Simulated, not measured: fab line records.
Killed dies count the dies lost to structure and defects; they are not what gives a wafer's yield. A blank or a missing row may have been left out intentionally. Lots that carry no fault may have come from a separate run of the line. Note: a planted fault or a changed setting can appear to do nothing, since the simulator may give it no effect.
Chamber matching	flow nand-harc	rie-diel-13 running NHARC_P_ZERO_WELL_DESCUM_39: 4 sister chambers
The step chemistry O2, time 3 s. 4 wafers are shown with their chamber, then 9 later ones without.

WAFERS PAIRED WITH THEIR CHAMBERS
wafer	chamber	showerhead-plenum-p-Torr (Torr)
L089.6	3	2.06
L090.4	0	1.93
L091.5	1	1.82
L091.6	2	2.00

WAFERS WITH NO CHAMBER GIVEN
wafer	showerhead-plenum-p-Torr (Torr)
L094.2	2.05
L094.4	2.00
L094.6	2.05
L096.1	2.00
L096.2	2.05
L096.3	1.82
L097.2	2.00
L097.4	1.82
L097.6	1.82

WHICH CHAMBER EACH WENT THROUGH
wafer	from the rows above	in truth
L094.2	3	3
L094.4	2	2
L094.6	3	3
L096.1	2	2
L096.2	3	3
L096.3	1	1
L097.2	2	2
L097.4	1	1
L097.6	1	1
9 of 9 placed correctly. From these rows, 0 cannot be placed. 0 placed wrongly.
How it was worked out, from the rows above alone: a wafer's distance from a chamber is the root of the sum, over the readings, of the square of ((its reading less the chamber's mean) divided by the reading's scatter). The wafer belongs to the nearest chamber; if the next one is less than 2 further off, it can't be placed. For every chamber, the mean is computed from those of its wafers that are shown. The scatter: with one shown wafer a chamber, the root of the mean of the squares of how far each hidden wafer lies from its nearest shown one.
